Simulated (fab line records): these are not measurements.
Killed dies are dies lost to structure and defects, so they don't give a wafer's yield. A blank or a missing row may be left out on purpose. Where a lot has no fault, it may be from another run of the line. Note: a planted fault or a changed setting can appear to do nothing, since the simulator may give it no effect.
A struck lot beside a sound one + flow n5Finfet + 13 steps out of a route of 1938
Sound: wafers L365.1, L365.2, L365.3. Struck: wafer L380.4 (L380.1, L380.6, from the same lot, were not struck and are left out); the cause is given at the end.
Order at every step that has rows: each side's tool, ch and its chambers, its first start. Under that, the readings that differ: sound wafers + struck wafers + difference of the means + sigmas: that difference in standard deviations of wafers without a fault.
alike: same words and numbers on both sides, and readings whose means sit less than 2 such deviations apart. not compared: any withheld reading, any reading some wafer has no value for, any bound like >300 that may hide the same value, and any number with overlapping values for which the record gives no deviation.
A row with sigmas, a row that says differs or no value, or rows on one side alone: a step with any of these is where the two part. Numbers that have no deviation but don't overlap get no sigmas and don't part them. Lack of a reading on every wafer of one side parts them only where that side has two or more wafers.

first, 9 steps without rows for these wafers: N5_BEOL_M3_SOFTBAKE_23 (time 60 s); N5_BEOL_M3_EXPOSE_25 (exposes mask V2, defocus 5 nm); N5_BEOL_M3_PEB_26 (peb time 60 s); N5_BEOL_M3_DEVELOP_27 (develop time 30 s); N5_BEOL_M3_DESCUM_33 (chemistry O2, time 7 s); N5_BEOL_M3_ETCH_77 (etches underlayer in N2/H2, target depth 6.5 nm, time 5.2 s); N5_BEOL_M3_ETCH_69 (etches SiARC in CF4, target depth 15.6 nm, time 26 s); N5_BEOL_M3_ALD_98 (deposits SiO2, target thk 2.5 nm, pulse time 1 s, co reactant pulse time 1 s); N5_BEOL_M3_ETCHBACK_99 (etches SiO2 in CHF3, target depth 5 nm, time 10.4 s).
N5_BEOL_M3_ETCH_70: etches SOC in N2/H2, target depth 80 nm, overetch 16 nm, time 120 s.
  sound on rieDiel-02 ch 0,1,2, day 8 17:13; struck on rieDiel-02 ch 1, day 12 09:29
| reading                                   | sound                | struck | difference | sigmas |
|-------------------------------------------|----------------------|--------|------------|--------|
| chamberPressureMTorr (mTorr)              | 30.020 30.085 30.037 | 29.965 | -0.082     | -3     |
| oesProductAu (a.u.)                       | 0.60 0.73 0.58       | 0.50   | -0.14      | -2     |
| rfHoursCounterH (h)                       | 120 8 155            | 183    | +89        |        |
| runLengthS (s)                            | 143.5 143.6 143.0    | 177.2  | +33.8      | +66    |
| model.SiARC_of_BEOL_M3_COAT_68.thkNm (nm) | 6.4 6.4 6.6          | 5      | -1         |        |
  alike: biasW, drypumpMotorCurrentA, rfVppV, showerheadPlenumPTorr, throttleValvePct
then, 1 step without rows for these wafers: N5_BEOL_M3_STRIP_71 (strips in N2/H2).
N5_BEOL_M4_RC_MEAS_101:
  sound on prober-01 ch 0, day 9 17:19; struck on prober-02 ch 0, day 13 18:23
  alike: DIBL_N, DIBL_P, IOFF_N, IOFF_P, ION_N, ION_P, SS_N, SS_P, VT_N, VT_P
after that, 1 step had no rows for these wafers: N5_PASSIVATION_PROBE_49.

## WHERE THEY PART
Only at N5_BEOL_M3_ETCH_70, within this record. Later steps at which nothing parts them and some readings are alike: N5_BEOL_M4_RC_MEAS_101.

WHY: what the simulator had put in
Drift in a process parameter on rieDiel-02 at N5_BEOL_M3_ETCH_70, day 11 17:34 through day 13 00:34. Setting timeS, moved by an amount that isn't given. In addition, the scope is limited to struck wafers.
